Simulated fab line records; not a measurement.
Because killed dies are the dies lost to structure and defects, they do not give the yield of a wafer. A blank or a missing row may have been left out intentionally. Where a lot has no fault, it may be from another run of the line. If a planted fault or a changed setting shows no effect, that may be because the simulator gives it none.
Split-lot study / flow n5-finfet / route with 1938 steps; 7 lots, 21 wafers read

## THE SPLIT
At N5_BEOL_M13_ILD_DEP_00 (deposits SiOC from DEMS/O2, target thk 837.92 nm, time 166.4 s), the setting time-s was moved away from the recipe's 166.4 s on 6 of the 21 wafers read, by -10.9% to +12.3%. This setting was run at the recipe's value on the other wafers.

## FROM THE SPLIT TO THE READING: what the file shows between them, 7 steps
- N5_BEOL_M13_THK_MEAS_01
- N5_BEOL_M13_COAT_04: resist thk 400 nm (also split here: spin-rpm)
- N5_BEOL_M13_EBR_06
- N5_BEOL_M13_SOFTBAKE_05: time 60 s
- N5_BEOL_M13_DESCUM_15: chemistry O2, time 7.9 s
- N5_BEOL_M13_ETCH_59: etches BARC in N2/H2, target depth 89 nm, overetch 26.7 nm, time 67.9 s
- N5_BEOL_M13_VIA_ETCH_16: etches SiOC in C4F8/O2/Ar, target depth 921.7 nm

## THE READING
oes-product-au, in a.u., at N5_BEOL_M13_STRIP_63 (strips in N2/H2). Typical for fault-free wafers on this fab line: 0.675 a.u., with standard deviation 0.0046 a.u.

wafer=L078.2; tool, chamber at the split=pecvd-04, 1; time-s as run, s=148.3; against the recipe=-10.9%; oes-product-au, a.u.=0.686; against lot-mates on the recipe=+0.018
wafer=L078.3; tool, chamber at the split=pecvd-04, 2; time-s as run, s=148.3; against the recipe=-10.9%; oes-product-au, a.u.=0.693; against lot-mates on the recipe=+0.025
wafer=L078.6; tool, chamber at the split=pecvd-04, 1; time-s as run, s=166.4; against the recipe=recipe; oes-product-au, a.u.=0.668; against lot-mates on the recipe=-
wafer=L079.1; tool, chamber at the split=pecvd-02, 0; time-s as run, s=166.4; against the recipe=recipe; oes-product-au, a.u.=0.674; against lot-mates on the recipe=-
wafer=L079.3; tool, chamber at the split=pecvd-02, 2; time-s as run, s=166.4; against the recipe=recipe; oes-product-au, a.u.=0.678; against lot-mates on the recipe=-
wafer=L079.4; tool, chamber at the split=pecvd-02, 2; time-s as run, s=166.4; against the recipe=recipe; oes-product-au, a.u.=0.673; against lot-mates on the recipe=-
wafer=L085.3; tool, chamber at the split=pecvd-01, 0; time-s as run, s=166.4; against the recipe=recipe; oes-product-au, a.u.=0.675; against lot-mates on the recipe=-
wafer=L085.4; tool, chamber at the split=pecvd-01, 0; time-s as run, s=166.4; against the recipe=recipe; oes-product-au, a.u.=0.667; against lot-mates on the recipe=-
wafer=L085.5; tool, chamber at the split=pecvd-01, 1; time-s as run, s=185.8; against the recipe=+11.7%; oes-product-au, a.u.=0.651; against lot-mates on the recipe=-0.020
wafer=L084.3; tool, chamber at the split=pecvd-01, 2; time-s as run, s=166.4; against the recipe=recipe; oes-product-au, a.u.=0.673; against lot-mates on the recipe=-
wafer=L084.4; tool, chamber at the split=pecvd-01, 1; time-s as run, s=166.4; against the recipe=recipe; oes-product-au, a.u.=0.676; against lot-mates on the recipe=-
wafer=L084.5; tool, chamber at the split=pecvd-01, 0; time-s as run, s=166.4; against the recipe=recipe; oes-product-au, a.u.=0.673; against lot-mates on the recipe=-
wafer=L088.1; tool, chamber at the split=pecvd-01, 1; time-s as run, s=166.4; against the recipe=recipe; oes-product-au, a.u.=0.671; against lot-mates on the recipe=-
wafer=L088.3; tool, chamber at the split=pecvd-01, 0; time-s as run, s=182.2; against the recipe=+9.5%; oes-product-au, a.u.=0.670; against lot-mates on the recipe=-0.002
wafer=L088.4; tool, chamber at the split=pecvd-01, 2; time-s as run, s=166.4; against the recipe=recipe; oes-product-au, a.u.=0.673; against lot-mates on the recipe=-
wafer=L091.2; tool, chamber at the split=pecvd-02, 0; time-s as run, s=166.4; against the recipe=recipe; oes-product-au, a.u.=0.676; against lot-mates on the recipe=-
wafer=L091.3; tool, chamber at the split=pecvd-02, 1; time-s as run, s=166.4; against the recipe=recipe; oes-product-au, a.u.=0.672; against lot-mates on the recipe=-
wafer=L091.6; tool, chamber at the split=pecvd-02, 2; time-s as run, s=166.4; against the recipe=recipe; oes-product-au, a.u.=0.673; against lot-mates on the recipe=-
wafer=L097.2; tool, chamber at the split=pecvd-02, 0; time-s as run, s=186.9; against the recipe=+12.3%; oes-product-au, a.u.=0.662; against lot-mates on the recipe=-0.018
wafer=L097.3; tool, chamber at the split=pecvd-02, 1; time-s as run, s=186.9; against the recipe=+12.3%; oes-product-au, a.u.=0.658; against lot-mates on the recipe=-0.022
wafer=L097.5; tool, chamber at the split=pecvd-02, 2; time-s as run, s=166.4; against the recipe=recipe; oes-product-au, a.u.=0.680; against lot-mates on the recipe=-

THE FIT
A straight line over all 21 wafers: oes-product-au changes by -0.00129 a.u. for each +1% of time-s; r = -0.88; the points scatter about the line by 0.0042 a.u.
The same after taking each lot's own level away (the mean of its wafers on the recipe; 21 wafers): -0.00161 a.u. for each +1%; r = -0.93; scatter 0.0039 a.u.
The reading moves by 0.02 a.u. for the largest change in time-s, on that fit.
From 0.6680 to 0.6800 a.u.: that is the span of the lots' own levels, equal to 2.6 times the standard deviation above.
So the lot-to-lot level changes the slope: the two fits differ.
Check: for one of the wafers moved furthest among these (+12.3%), held out of the fit, the line's prediction against its lot-mates is -0.0192 a.u. It came out at -0.018 a.u. against them.

## THESE WAFERS: OTHER SPLITS
These wafers also went through other splits before the reading. Each is held against what the fit with the lots' levels taken away leaves over:
other split on the same wafers=N5_BEOL_M13_COAT_04 spin-rpm; wafers away from the commonest value=11; r with oes-product-au (lot level and that fit taken away)=-0.15

## THE WHOLE CHAIN: every reading that the file lists as answering this split, in the file's order
step=N5_BEOL_M13_ILD_DEP_00; what it does=deposits SiOC from DEMS/O2, target thk 837.92 nm, time 166.4 s; reading=SiOC_of_BEOL_M13_ILD_DEP_00.thk-nm (the simulator's own value, which no gauge read); change (the file's fit)=+8.36 nm for each +1% of the setting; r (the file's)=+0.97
step=N5_BEOL_M13_THK_MEAS_01; what it does=; reading=M13_ILD_THK; change (the file's fit)=+8.33 for each +1% of the setting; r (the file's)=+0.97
step=N5_BEOL_M13_VIA_ETCH_16; what it does=etches SiOC in C4F8/O2/Ar, target depth 921.7 nm; reading=etch.depth-nm (the simulator's own value, which no gauge read); change (the file's fit)=+8.36 nm for each +1% of the setting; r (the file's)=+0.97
step=N5_BEOL_M13_VIA_ETCH_16; what it does=etches SiOC in C4F8/O2/Ar, target depth 921.7 nm; reading=coat_of_BEOL_M13_COAT_04.thk-nm (the simulator's own value, which no gauge read); change (the file's fit)=-2.77 nm for each +1% of the setting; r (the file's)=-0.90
step=N5_BEOL_M13_STRIP_63; what it does=strips in N2/H2; reading=oes-product-au; change (the file's fit)=-0.00148 a.u. for each +1% of the setting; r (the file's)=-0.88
step=N5_BEOL_M13_STRIP_63; what it does=strips in N2/H2; reading=strip-time-to-endpoint-s; change (the file's fit)=withheld for each +1% of the setting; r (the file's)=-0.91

## FILE'S OWN FIT
oes-product-au changes by -0.00148 a.u. for each +1% of time-s, r = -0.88.
